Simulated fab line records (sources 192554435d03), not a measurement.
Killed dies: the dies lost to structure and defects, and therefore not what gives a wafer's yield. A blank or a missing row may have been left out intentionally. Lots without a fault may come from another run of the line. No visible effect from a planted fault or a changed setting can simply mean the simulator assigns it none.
Code-filled problem report in 8D (eight disciplines) form ; flow n5-finfet ; the parts of the form that need people (team, actions taken, sign-off) are left out

## 1. PROBLEM STATEMENT
Wafers free of any fault read 0.17 nA/um (standard deviation 0.031) for IOFF_N at N5_BEOL_M4_RC_MEAS_101, against a mean of 5.08 nA/um on 4 wafers of 3 lots. That is +99 or more standard deviations from the usual mean.
Earliest sighting: wafer L897.4 on prober-01 at day 11 03:25. At this step, 27 wafers from 10 lots have a number in the record. Rule for "out" (also "out of limits"): further than 4 standard deviations from the usual mean. The rest of the wafers with a number are treated as sound.

## 2. WHAT IT IS, WHAT IT ISN'T
question;is;is not
which readings at this step;IOFF_N, CJ_N, CJ_P, DIBL_N, IOFF_N_85C, IOFF_N_LIN, IOFF_P, IOFF_P_85C, RS_NWELL, RS_PWELL, SS_N, SS_P;ION_N, ION_P
which lots;L897, L899, L901;L885, L887, L889, L890, L905, L906, L907
which wafers of those lots;L897.4, L897.5, L899.4, L901.4;L897.1, L899.6, L901.6
read on which gauges;prober-01;prober-02
when;from day 11 03:25;"up to then (13 sound wafers); but 10 sound wafers of L899, L901, L905, L906, L907 came after"

## 3. THE SUSPECTS, EACH WITH WHAT RULES IT OUT
Counting: any tool at a process step up to the reading remains a suspect provided it ran every lot that is out. Sound lots after the first of them don't rule it out here, since some wafers of a struck lot are sound.
- the gauge at N5_BEOL_M4_RC_MEAS_101 has been ruled out. All the wafers that are out were read on prober-01, but those of them that N5_WELL_APT_EPI_41 has rows for are out there too, on other tools.
- epi-rpcvd-02 at N5_WELL_APT_EPI_41 (deposits Si from SiH4/H2, target thk 50 nm, time 297.7 s): kept. Every lot that is out went through it, the first being L897 (day 4 16:09); the last sound lot it ran before that was L890 (day 2 22:05). Its own run-length-s readings are out on those wafers.
After counting, what remains is epi-rpcvd-02 at N5_WELL_APT_EPI_41.

## 4. THE CAUSE (what the simulator had put in)
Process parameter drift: epi-rpcvd-02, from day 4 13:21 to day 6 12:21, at N5_WELL_APT_EPI_41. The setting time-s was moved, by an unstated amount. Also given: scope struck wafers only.
This tool alone remained once counting was done.

## 5. THE EFFECT CHAIN, in route order
One row per reading whose mean, taken over the struck wafers that have a number, lies over 3 standard deviations from the usual. Readings are gone through only where the record gives a usual standard deviation; hours: the median, over the lots, of the time from a lot's start at the first step in this table giving one to that lot's start at this step; sigmas: the change measured in usual standard deviations.
hours;step;reading;usual;on struck wafers;change;sigmas
0;N5_WELL_APT_EPI_41;run-length-s;357.5 s;602.9;+245.4;+98
155;N5_BEOL_M4_RC_MEAS_101;CJ_N;4.33;2.50;-1.83;-25
155;N5_BEOL_M4_RC_MEAS_101;CJ_P;5.81;2.21;-3.60;-18
155;N5_BEOL_M4_RC_MEAS_101;DIBL_N;36.5 mV/V;65.3;+28.8;+16
155;N5_BEOL_M4_RC_MEAS_101;DIBL_P;36.5 mV/V;46.8;+10.3;+4.9
155;N5_BEOL_M4_RC_MEAS_101;IOFF_N;0.17 nA/um;5.08;+4.92;+99 or more
155;N5_BEOL_M4_RC_MEAS_101;IOFF_N_85C;3.3 nA/um;54.2;+50.9;+99 or more
155;N5_BEOL_M4_RC_MEAS_101;IOFF_N_LIN;0.078 nA/um;0.282;+0.204;+17
155;N5_BEOL_M4_RC_MEAS_101;IOFF_P;0.22 nA/um;1.03;+0.81;+23
155;N5_BEOL_M4_RC_MEAS_101;IOFF_P_85C;3.7 nA/um;13.5;+9.8;+18
155;N5_BEOL_M4_RC_MEAS_101;IOFF_P_LIN;0.102 nA/um;0.192;+0.090;+6.4
155;N5_BEOL_M4_RC_MEAS_101;RS_NWELL;1038 ohm/sq;943;-95;-14
155;N5_BEOL_M4_RC_MEAS_101;RS_PWELL;3003 ohm/sq;2183;-820;-34
155;N5_BEOL_M4_RC_MEAS_101;SS_N;71.6 mV/dec;106.0;+34.4;+56
155;N5_BEOL_M4_RC_MEAS_101;SS_P;73.3 mV/dec;83.4;+10.1;+16
265;N5_PASSIVATION_PROBE_49;sort-n-pass;1078;0;-1078;-60
265;N5_PASSIVATION_PROBE_49;sort-yield-pct;91.4 %;0.0;-91.4;-61
Its process steps:
- N5_WELL_APT_EPI_41: deposits Si from SiH4/H2, target thk 50 nm, time 297.7 s.
- N5_PASSIVATION_PROBE_49

## 6. WHAT WOULD HAVE CAUGHT IT SOONER
158 hours passed between the start of the fault at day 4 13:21 and the first reading out of limits at a measuring or inspecting step in this record, taken at day 11 03:25.
The tool's own readings at N5_WELL_APT_EPI_41 were out on every struck wafer that the step has a row for (run-length-s): an alarm limit on them would have fired on the first of those.
Lots out: 3; all had begun N5_WELL_APT_EPI_41 on epi-rpcvd-02 by day 11 03:25. None of them would have been spared by holding the tool at that moment.
